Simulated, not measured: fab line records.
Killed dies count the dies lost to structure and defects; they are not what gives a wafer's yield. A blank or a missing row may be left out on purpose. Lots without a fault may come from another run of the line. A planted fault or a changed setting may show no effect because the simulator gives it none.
fab line records	flow nandHarc	part 1 of 2: steps 1 to 28 of 41
record: lots: 5	wafers: 15	lastDay: 23
route steps=1159 shown P_BONDPAD@351 A_START@389 A_ZERO_WELL@390
lots that met no fault: taken from a fault-free run of the same line
startH: the number of hours between the record's first day and the start of the first shown wafer of the lot	waitH: hours from the lot's prior step to this one	" same as the row above	L1.1+2: a row that stands for several wafers	- either no value or no given start	* or withheld: withheld	< > ~ a bound
route shown NAME@n: NAME is a module with steps in the file, n the number in the route of the first one	usual: the fault-free wafers' mean and standard deviation	same: alike in all rows	chamber/n: place in a boat	sites: the reading at each site	_std_site: how widely they spread, as a standard deviation	_edge_site: the outer-site mean with the inner-site mean subtracted	radiusMm: for every site, how far away it sits from the centre of the wafer	mask NAME#n: copy n	behind: the most recent tool/chamber to have shaped the wafer	hold: the reason the lot was held/the length of the hold in hours/how it ended	device: which transistor (n, p or np) failed to switch	end of line: tests of these same wafers at the route's end	a step without rows: its recipe alone	killed: dies lost to structure and defects at the first sort, not the wafer's yield	map: a wafer's dies, marking killed ones x, the rest . and places with no die _
set.NAME: the run value of the setting; set.NAME@STEP: its run value at that earlier step	model.NAME: the simulator's own value behind a step, which no gauge read
certain route steps with their lots: each step a table, each wafer a row
services: a tool's chamber out of use, with start hour (startH, from the record's first day; less than 0 if before it), hours out, and reason
== steps ==
step: NHARC_P_BONDPAD_DEP_00
recipe: targetThkA: 2500	tempC: 370	targetThkNm: 250	pressureTorr: 3	flowSccm: 200	rfW: 450	material: SiCN
usual: heaterPowerW: 617/75
lot.wafer	tool	chamber	startH	waitH	heaterPowerW
L074.1	pecvd-02	2	134.63	-	358
L074.3	"	0	"	"	593
L074.5	"	1	"	"	553
L083.6	pecvd-02	2	186.16	-	399
L083.4	"	0	"	"	612
L083.5	"	1	"	"	618
L088.3	pecvd-01	2	-	-	621
L088.1	"	1	"	"	625
L088.4	"	2	"	"	635
L092.1	pecvd-04	2	-	-	586
L092.5	"	2	"	"	596
L092.4	"	0	"	"	537
L094.1	pecvd-02	2	-	-	360
L094.2	"	1	"	"	607
L094.6	"	1	"	"	623
step: NHARC_P_BONDPAD_CMP_32
recipe: targetThkNm: 200	material: SiCN
usual: motorCurrentA: 11.8/1.2	slurryFilterDpKPa: 13.49/0.12
lot.wafer	tool	chamber	startH	waitH	motorCurrentA	slurryFilterDpKPa
L074.3	cmp-04	3	135.05	-	11.9	13.47
L074.1	"	0	"	"	11.7	13.46
L074.5	"	1	"	"	11.4	13.54
L083.4	cmp-02	1	186.49	-	11.1	13.67
L083.6	"	3	"	"	11.2	13.54
L083.5	"	0	"	"	10.3	13.53
L088.3	cmp-01	3	207.10	-	14.1	13.41
L088.1	"	1	"	"	12.0	13.37
L088.4	"	2	"	"	11.8	13.67
L092.4	cmp-02	1	234.82	-	11.4	13.26
L092.1	"	3	"	"	10.7	13.20
L092.5	"	1	"	"	11.9	13.24
L094.2	cmp-02	3	243.58	-	10.5	13.45
L094.1	"	1	"	"	11.3	13.64
L094.6	"	2	"	"	13.3	13.31
step: NHARC_P_BONDPAD_THK_MEAS_33
recipe: thkMeasGauge: ellipsometry
usual: thkNm: 199.9/1.7
lot.wafer	tool	chamber	startH	waitH	thkNm
L074.1	filmMetro-02	-	135.25	0.1	202.0
L074.3	"	-	"	"	201.0
L074.5	"	-	"	"	200.3
L083.4	filmMetro-02	-	186.69	0.2	201.0
L083.5	"	-	"	"	197.7
L083.6	"	-	"	"	196.9
L088.1	filmMetro-02	-	207.36	0.2	202.1
L088.3	"	-	"	"	201.2
L088.4	"	-	"	"	201.6
L092.1	filmMetro-01	-	235.05	0.1	199.5
L092.4	"	-	"	"	200.3
L092.5	"	-	"	"	202.3
L094.1	filmMetro-02	-	243.80	0.1	203.2
L094.2	"	-	"	"	200.1
L094.6	"	-	"	"	202.8
step: NHARC_P_BONDPAD_SRD_34
lot.wafer	tool	chamber	startH	waitH
L074.3+1+5	wetBench-08	6,2,3	135.29	0.0
L083.4+6+5	wetBench-08	1,2,3	186.74	0.0
L088.4+3+1	wetBench-08	1,5,6	207.40	0.0
L092.1+5+4	wetBench-10	0,2,3	235.17	0.1
L094.1+2+6	wetBench-08	7,3,4	243.84	0.0
step: NHARC_P_BONDPAD_DEHYDRATE_01
recipe: tempC: 150	timeS: 120
lot.wafer	tool	chamber	startH	waitH
L074.1+3+5	lithoTrack-02	0	135.37	0.1
L083.4+5+6	lithoTrack-05	0	186.83	0.1
L088.1+3+4	lithoTrack-02	0	207.48	0.1
L092.1+4+5	lithoTrack-05	0	235.24	0.1
L094.1+2+6	lithoTrack-07	0	243.93	0.1
step: NHARC_P_BONDPAD_HMDS_02
recipe: timeS: 30
lot.wafer	tool	chamber	startH	waitH
L074.1+3+5	lithoTrack-02	0	-	-
L083.4+5+6	lithoTrack-05	0	-	-
L088.1+3+4	lithoTrack-02	0	-	-
L092.1+4+5	lithoTrack-05	0	-	-
L094.1+2+6	lithoTrack-07	0	-	-
step: NHARC_P_BONDPAD_COAT_36
recipe: tempC: 200	timeS: 65
lot.wafer	tool	chamber	startH	waitH
L074.1+3+5	lithoTrack-02	0	-	-
L083.4+5+6	lithoTrack-05	0	-	-
L088.1+3+4	lithoTrack-02	0	-	-
L092.1+4+5	lithoTrack-05	0	-	-
L094.1+2+6	lithoTrack-07	0	-	-
step: NHARC_P_BONDPAD_COAT_03
recipe: spinRpm: 2000	resistThkNm: 600
lot.wafer	tool	chamber	startH	waitH
L074.1+3+5	lithoTrack-02	0	-	-
L083.4+5+6	lithoTrack-05	0	-	-
L088.1+3+4	lithoTrack-02	0	-	-
L092.1+4+5	lithoTrack-05	0	-	-
L094.1+2+6	lithoTrack-07	0	-	-
step: NHARC_P_BONDPAD_SOFTBAKE_04
recipe: tempC: 125	timeS: 70
lot.wafer	tool	chamber	startH	waitH
L074.1+3+5	lithoTrack-02	0	-	-
L083.4+5+6	lithoTrack-05	0	-	-
L088.1+3+4	lithoTrack-02	0	-	-
L092.1+4+5	lithoTrack-05	0	-	-
L094.1+2+6	lithoTrack-07	0	-	-
step: NHARC_P_BONDPAD_EBR_05
lot.wafer	tool	chamber	startH	waitH
L074.1+3+5	lithoTrack-02	0	-	-
L083.4+5+6	lithoTrack-05	0	-	-
L088.1+3+4	lithoTrack-02	0	-	-
L092.1+4+5	lithoTrack-05	0	-	-
L094.1+2+6	lithoTrack-07	0	-	-
step: NHARC_P_BONDPAD_EXPOSE_06
recipe: na: 0.55	doseMj: 37.06	maskId: P_BPAD
lot.wafer	tool	chamber	startH	waitH	mask
L074.1+3+5	krfScanner-02	0	135.66	-	P_BPAD#0
L083.4+5+6	krfScanner-03	0	187.13	-	P_BPAD#0
L088.1+3+4	krfScanner-01	0	207.65	-	P_BPAD#0
L092.1+4+5	krfScanner-01	0	235.53	-	P_BPAD#0
L094.1+2+6	krfScanner-03	0	244.22	-	P_BPAD#0
step: NHARC_P_BONDPAD_PEB_07
recipe: pebTempC: 128	pebTimeS: 80
lot.wafer	tool	chamber	startH	waitH
L074.1+3+5	lithoTrack-02	0	135.72	0.1
L083.4+5+6	lithoTrack-07	0	187.19	0.0
L088.1+3+4	lithoTrack-07	0	207.72	0.1
L092.1+4+5	lithoTrack-05	0	235.60	0.1
L094.1+2+6	lithoTrack-07	0	244.28	0.1
step: NHARC_P_BONDPAD_DEVELOP_08
recipe: timeS: 50	devTempC: 22
lot.wafer	tool	chamber	startH	waitH
L074.1+3+5	lithoTrack-02	0	-	-
L083.4+5+6	lithoTrack-07	0	-	-
L088.1+3+4	lithoTrack-07	0	-	-
L092.1+4+5	lithoTrack-05	0	-	-
L094.1+2+6	lithoTrack-07	0	-	-
step: NHARC_P_BONDPAD_CD_MEAS_09
recipe: targetCdNm: 500	landingEnergyEv: 500
usual: cdNm: 499.5/2
lot.wafer	tool	chamber	startH	waitH	cdNm
L074.1	cdSem-03	0	135.81	-	501.7
L074.3	"	0	"	"	504.3
L074.5	"	0	"	"	499.4
L083.4	cdSem-01	0	187.28	-	496.8
L083.5	"	0	"	"	499.4
L083.6	"	0	"	"	497.1
L088.1	cdSem-02	0	207.80	-	496.7
L088.3	"	0	"	"	495.4
L088.4	"	0	"	"	500.8
L092.1	cdSem-03	0	235.68	-	500.4
L092.4	"	0	"	"	501.2
L092.5	"	0	"	"	502.8
L094.1	cdSem-02	0	244.37	-	498.2
L094.2	"	0	"	"	499.6
L094.6	"	0	"	"	500.6
step: NHARC_P_BONDPAD_OVL_MEAS_38
usual: overlayXNm: -2/5.8	overlayYNm: 2/5.2
lot.wafer	tool	chamber	startH	waitH	overlayXNm	overlayYNm
L074.1	overlay-02	-	135.90	-	-5	2
L074.3	"	-	"	"	-5	2
L074.5	"	-	"	"	-5	2
L083.4	overlay-01	-	187.38	-	-5	2
L083.5	"	-	"	"	-6	3
L083.6	"	-	"	"	-5	2
L088.1	overlay-01	-	207.89	-	-2	2
L088.3	"	-	"	"	-1	2
L088.4	"	-	"	"	-2	2
L092.1	overlay-02	-	235.77	-	-4	5
L092.4	"	-	"	"	-3	5
L092.5	"	-	"	"	-3	5
L094.1	overlay-02	-	244.46	-	7	5
L094.2	"	-	"	"	7	5
L094.6	"	-	"	"	7	5
step: NHARC_P_BONDPAD_HARDBAKE_10
recipe: tempC: 118	timeS: 65
lot.wafer	tool	chamber	startH	waitH
L074.1+3+5	lithoTrack-05	0	135.94	0.0
L083.4+5+6	lithoTrack-07	0	187.45	0.1
L088.1+3+4	lithoTrack-07	0	207.94	0.0
L092.1+4+5	lithoTrack-07	0	235.82	0.0
L094.1+2+6	lithoTrack-05	0	244.50	0.0
step: NHARC_P_BONDPAD_DESCUM_11
recipe: timeS: 3	o2FlowSccm: 200	arFlowSccm: 0	biasPowerW: 0	chemistry: O2
usual: drypumpMotorCurrentA: 6.0/0.45	oesProductAu: 0.998/0.0088	rfVppV: 57.7/0.89	showerheadPlenumPTorr: 1.89/0.07	throttleValvePct: 11.311/0.0087
lot.wafer	tool	chamber	startH	waitH	drypumpMotorCurrentA	oesProductAu	rfHoursCounterH	rfVppV	showerheadPlenumPTorr	throttleValvePct
L074.3	rieDiel-08	0	136.02	-	5.8	1.005	0	58.1	1.98	11.305
L074.1	"	2	"	"	6.0	1.000	0	57.2	1.95	11.318
L074.5	"	1	"	"	6.8	0.991	-	57.9	1.86	11.322
L083.4	rieDiel-13	1	187.52	-	5.4	1.009	20	57.2	1.95	11.305
L083.6	"	1	"	"	5.4	1.000	-	57.0	1.95	11.318
L083.5	"	2	"	"	5.5	0.989	-	57.4	1.79	11.317
L088.1	rieDiel-08	1	208.01	-	6.8	0.989	7	59.0	1.85	11.308
L088.4	"	3	"	"	5.9	0.987	6	57.1	1.83	11.295
L088.3	"	0	"	"	5.8	1.003	7	59.4	1.97	11.304
L092.1	rieDiel-08	3	235.89	-	5.9	1.000	10	58.7	1.83	11.310
L092.4	"	1	"	"	6.7	0.993	10	56.9	1.85	11.303
L092.5	"	0	"	"	5.9	0.997	-	56.2	1.97	11.310
L094.1	rieDiel-08	0	244.59	-	5.9	0.998	11	58.8	1.97	11.314
L094.2	"	1	"	"	6.7	0.987	11	56.5	1.85	11.321
L094.6	"	0	"	"	5.8	0.996	-	56.8	1.97	11.320
step: NHARC_P_BONDPAD_ETCH_37
recipe: targetDepthA: 600	overetchA: 180	timeS: 65.91	ionEnergyEv: 200	n2FlowSccm: 150	h2FlowSccm: 150	arFlowSccm: 0	rfW: 400	biasW: 150	chemistry: N2/H2
usual: drypumpMotorCurrentA: 6.0/0.45	oesProductAu: 0.998/0.0084	rfVppV: 430.1/2.2	showerheadPlenumPTorr: 2.02/0.077	throttleValvePct: 14.172/0.0084
lot.wafer	tool	chamber	startH	waitH	drypumpMotorCurrentA	oesProductAu	rfHoursCounterH	rfVppV	showerheadPlenumPTorr	throttleValvePct
L074.3	rieDiel-08	1	136.11	0.1	6.8	0.995	0	427.9	1.98	14.161
L074.1	"	3	"	"	5.9	0.980	0	428.1	1.95	14.157
L074.5	"	0	"	"	5.9	0.997	-	433.0	2.11	14.163
L083.4	rieDiel-13	2	187.62	0.1	5.5	0.994	26	425.8	1.91	14.180
L083.5	"	3	"	"	5.8	1.004	-	426.0	1.89	14.172
L083.6	"	0	"	"	5.3	0.994	-	432.2	2.12	14.165
L088.1	rieDiel-08	1	208.19	0.2	6.8	1.002	7	430.0	1.97	14.187
L088.4	"	3	"	"	5.9	0.991	6	427.2	1.95	14.165
L088.3	"	0	"	"	5.8	1.005	7	431.7	2.10	14.160
L092.1	rieDiel-08	3	235.98	0.1	5.9	0.998	10	429.0	1.95	14.177
L092.4	"	2	"	"	6.0	0.997	9	430.9	2.07	14.177
L092.5	"	3	"	"	5.9	1.000	-	427.4	1.95	14.158
L094.2	rieDiel-08	0	244.68	0.1	5.8	0.996	11	430.9	2.10	14.188
L094.1	"	2	"	"	6.0	0.991	9	431.8	2.07	14.161
L094.6	"	0	"	"	5.9	1.000	-	433.4	2.10	14.184
step: NHARC_P_BONDPAD_ETCH_12
recipe: targetDepthA: 2000	timeS: 100	chf3FlowSccm: 50	o2FlowSccm: 10	arFlowSccm: 200	rfW: 500	biasW: 200	chemistry: CHF3/O2
usual: drypumpMotorCurrentA: 6.0/0.44	oesProductAu: 0.939/0.022	rfVppV: 370.1/2.1	showerheadPlenumPTorr: 2.38/0.085	throttleValvePct: 20.571/0.009
lot.wafer	tool	chamber	startH	waitH	drypumpMotorCurrentA	oesProductAu	rfHoursCounterH	rfVppV	showerheadPlenumPTorr	throttleValvePct
L074.1	rieDiel-08	2	-	-	6.0	0.981	0	371.4	2.44	20.580
L074.3	"	3	"	"	5.9	0.970	0	369.9	2.30	20.579
L074.5	"	1	"	"	6.8	0.962	-	368.9	2.33	20.575
L083.4	rieDiel-13	1	-	-	5.4	0.971	20	371.0	2.45	20.557
L083.5	"	1	"	"	5.4	0.962	-	371.0	2.45	20.569
L083.6	"	2	"	"	5.5	0.953	-	367.4	2.26	20.565
L088.3	rieDiel-08	3	-	-	5.9	0.919	6	368.3	2.30	20.571
L088.1	"	0	"	"	5.8	0.923	7	372.6	2.47	20.575
L088.4	"	1	"	"	6.9	0.918	7	369.2	2.33	20.563
L092.4	rieDiel-08	2	-	-	6.0	0.915	9	369.6	2.44	20.559
L092.1	"	1	"	"	6.8	0.913	10	370.3	2.33	20.578
L092.5	"	2	"	"	6.0	0.921	-	370.5	2.44	20.564
L094.2	rieDiel-08	0	-	-	5.8	0.928	11	373.8	2.47	20.568
L094.1	"	1	"	"	6.8	0.920	11	368.4	2.33	20.574
L094.6	"	3	"	"	5.9	0.914	-	369.8	2.30	20.587
step: NHARC_P_BONDPAD_CD_MEAS_13
usual: cdNm: 498.5/2.2
lot.wafer	tool	chamber	startH	waitH	cdNm
L074.1	cdSem-01	-	136.33	-	500.9
L074.3	"	-	"	"	503.5
L074.5	"	-	"	"	498.5
L083.4	cdSem-03	-	187.84	-	496.4
L083.5	"	-	"	"	498.8
L083.6	"	-	"	"	495.6
L088.1	cdSem-03	-	208.43	-	494.2
L088.3	"	-	"	"	495.1
L088.4	"	-	"	"	500.3
L092.1	cdSem-02	-	236.21	-	499.3
L092.4	"	-	"	"	500.1
L092.5	"	-	"	"	501.7
L094.1	cdSem-02	-	244.90	-	496.5
L094.2	"	-	"	"	496.6
L094.6	"	-	"	"	500.0
step: NHARC_P_BONDPAD_STRIP_15
recipe: o2FlowSccm: 500	arFlowSccm: 0	biasW: 0	chemistry: O2
usual: drypumpMotorCurrentA: 5.9/0.42	oesProductAu: 0.999/0.0088	rfVppV: 57.6/0.89	showerheadPlenumPTorr: 3.48/0.13	throttleValvePct: 17.035/0.0095
lot.wafer	tool	chamber	startH	waitH	drypumpMotorCurrentA	oesProductAu	rfHoursCounterH	rfVppV	showerheadPlenumPTorr	throttleValvePct
L074.3	rieDiel-08	0	136.42	0.1	5.9	1.004	1	57.3	3.63	17.037
L074.1	"	2	"	"	6.0	0.996	0	57.7	3.59	17.033
L074.5	"	0	"	"	5.8	1.016	-	57.5	3.63	17.030
L083.4	rieDiel-13	1	187.96	0.1	5.4	1.007	20	57.2	3.59	17.023
L083.5	"	2	"	"	5.5	1.002	-	58.6	3.32	17.028
L083.6	"	3	"	"	5.8	1.019	-	57.1	3.30	17.026
L088.1	rieDiel-08	1	208.52	0.1	6.8	0.988	7	58.0	3.43	17.039
L088.4	"	2	"	"	6.0	0.994	6	57.9	3.58	17.050
L088.3	"	3	"	"	5.9	0.992	6	57.7	3.38	17.031
L092.4	rieDiel-13	3	236.30	0.1	5.8	1.003	49	55.0	3.29	17.016
L092.1	"	0	"	"	5.3	0.992	47	58.3	3.65	17.051
L092.5	"	2	"	"	5.5	0.992	-	58.6	3.31	17.052
L094.2	rieDiel-08	0	244.99	0.1	5.8	1.004	11	57.4	3.63	17.032
L094.1	"	2	"	"	6.0	0.993	9	56.8	3.58	17.044
L094.6	"	0	"	"	5.8	1.004	-	56.6	3.63	17.042
step: NHARC_P_BONDPAD_ETCH_24
recipe: targetDepthA: 300	overEtchFrac: 0.3	timeS: 72.99	ionEnergyEv: 150	cf4FlowSccm: 50	n2FlowSccm: 100	arFlowSccm: 150	rfW: 300	biasW: 100	chemistry: CF4/N2
usual: drypumpMotorCurrentA: 5.9/0.45	oesProductAu: 0.997/0.008	rfVppV: 313.8/1.7	showerheadPlenumPTorr: 2.60/0.092	throttleValvePct: 19.794/0.0095
lot.wafer	tool	chamber	startH	waitH	drypumpMotorCurrentA	oesProductAu	rfHoursCounterH	rfVppV	showerheadPlenumPTorr	throttleValvePct
L074.3	rieDiel-08	2	-	-	5.9	1.001	0	316.2	2.67	19.795
L074.1	"	1	"	"	6.8	0.996	1	312.8	2.55	19.791
L074.5	"	3	"	"	5.9	0.987	-	312.0	2.52	19.811
L083.4	rieDiel-13	3	-	-	5.8	1.009	29	311.5	2.45	19.811
L083.6	"	1	"	"	5.3	0.995	-	314.9	2.67	19.794
L083.5	"	2	"	"	5.5	0.989	-	311.5	2.47	19.793
L088.1	rieDiel-08	2	-	-	6.0	0.998	6	315.4	2.67	19.791
L088.4	"	0	"	"	5.9	1.009	7	314.2	2.70	19.796
L088.3	"	1	"	"	6.8	1.002	7	312.2	2.55	19.794
L092.4	rieDiel-13	1	-	-	5.4	1.004	40	316.0	2.66	19.793
L092.1	"	3	"	"	5.8	1.010	49	310.8	2.45	19.804
L092.5	"	0	"	"	5.4	1.002	-	315.3	2.72	19.784
L094.1	rieDiel-08	0	-	-	5.8	0.991	11	314.7	2.70	19.797
L094.2	"	1	"	"	6.8	0.996	11	312.7	2.55	19.790
L094.6	"	3	"	"	5.9	0.991	-	312.7	2.51	19.814
step: NHARC_P_BONDPAD_STRIP_16
recipe: timeS: 600	tempC: 30	chemistry: postEtchResidueRemover
lot.wafer	tool	chamber	startH	waitH
L074.1+5+3	wetBench-08	3,5,7	136.69	-
L083.4+6+5	wetBench-08	0,2,4	188.20	-
L088.1+4+3	wetBench-08	6,7,0	208.78	-
L092.1+5+4	wetBench-10	1,2,5	236.57	-
L094.6+1+2	wetBench-10	4,5,6	245.28	-
step: NHARC_P_BONDPAD_DEGAS_25
recipe: tempC: 300	timeS: 60
usual: heaterPowerW: 461/55
lot.wafer	tool	chamber	startH	waitH	heaterPowerW
L074.1	pvdSputter-02	-	136.96	-	431
L074.3	"	-	"	"	591
L074.5	"	-	"	"	418
L083.4	pvdSputter-01	-	188.46	-	454
L083.6	"	-	"	"	450
L083.5	"	-	"	"	410
L088.4	pvdSputter-01	-	209.05	-	439
L088.3	"	-	"	"	415
L088.1	"	-	"	"	441
L092.4	pvdSputter-02	-	236.85	-	441
L092.1	"	-	"	"	436
L092.5	"	-	"	"	622
L094.2	pvdSputter-03	-	245.54	-	425
L094.1	"	-	"	"	459
L094.6	"	-	"	"	425
step: NHARC_P_BONDPAD_PRE_CLEAN_26
recipe: timeS: 30	tempC: 280	gas: H2/He
usual: heaterPowerW: 411/51
lot.wafer	tool	chamber	startH	waitH	heaterPowerW
L074.1	pvdSputter-02	-	-	-	389
L074.3	"	-	"	"	501
L074.5	"	-	"	"	383
L083.4	pvdSputter-01	-	-	-	439
L083.6	"	-	"	"	396
L083.5	"	-	"	"	359
L088.1	pvdSputter-01	-	-	-	387
L088.4	"	-	"	"	369
L088.3	"	-	"	"	443
L092.1	pvdSputter-02	-	-	-	396
L092.4	"	-	"	"	367
L092.5	"	-	"	"	396
L094.1	pvdSputter-03	-	-	-	379
L094.2	"	-	"	"	366
L094.6	"	-	"	"	406
step: NHARC_P_BONDPAD_PVD_17
recipe: targetThkA: 50	biasV: 168.6	powerW: 15000	chamberPressurePa: 0.12	timeS: 8.06	substrateTempC: 50	material: TaN
usual: throttleValvePct: 29.6/0.66
lot.wafer	tool	chamber	startH	waitH	throttleValvePct
L074.1	pvdSputter-02	-	-	-	29.5
L074.3	"	-	"	"	29.8
L074.5	"	-	"	"	29.4
L083.4	pvdSputter-01	-	-	-	30.2
L083.6	"	-	"	"	30.2
L083.5	"	-	"	"	29.0
L088.1	pvdSputter-01	-	-	-	30.2
L088.4	"	-	"	"	29.0
L088.3	"	-	"	"	28.3
L092.4	pvdSputter-02	-	-	-	29.5
L092.1	"	-	"	"	29.2
L092.5	"	-	"	"	29.2
L094.1	pvdSputter-03	-	-	-	29.5
L094.2	"	-	"	"	28.3
L094.6	"	-	"	"	29.7
step: NHARC_P_BONDPAD_PVD_27
recipe: targetThkA: 300	chamberPressurePa: 5	powerW: 5000	substrateTempC: 30	timeS: 20.49	material: Cu
usual: throttleValvePct: 29.5/0.69
lot.wafer	tool	chamber	startH	waitH	throttleValvePct
L074.1	pvdSputter-02	-	-	-	29.9
L074.3	"	-	"	"	29.2
L074.5	"	-	"	"	30.9
L083.4	pvdSputter-01	-	-	-	30.5
L083.5	"	-	"	"	28.7
L083.6	"	-	"	"	30.2
L088.4	pvdSputter-01	-	-	-	31.0
L088.3	"	-	"	"	28.2
L088.1	"	-	"	"	30.5
L092.1	pvdSputter-02	-	-	-	29.5
L092.4	"	-	"	"	28.6
L092.5	"	-	"	"	29.0
L094.1	pvdSputter-03	-	-	-	29.3
L094.2	"	-	"	"	29.5
L094.6	"	-	"	"	29.7
step: NHARC_P_BONDPAD_ECD_18
recipe: targetThkA: 4000	bathTempC: 25	material: Cu
lot.wafer	tool	chamber	startH	waitH
L074.1+3+5	ecdCu-02	0	137.32	-
L083.4+5+6	ecdCu-01	1,1,0	188.92	-
L088.1+3+4	ecdCu-02	1,0,1	209.46	-
L092.1+4+5	ecdCu-01	1,1,0	237.35	-
L094.2+1+6	ecdCu-02	1,0,0	245.90	-
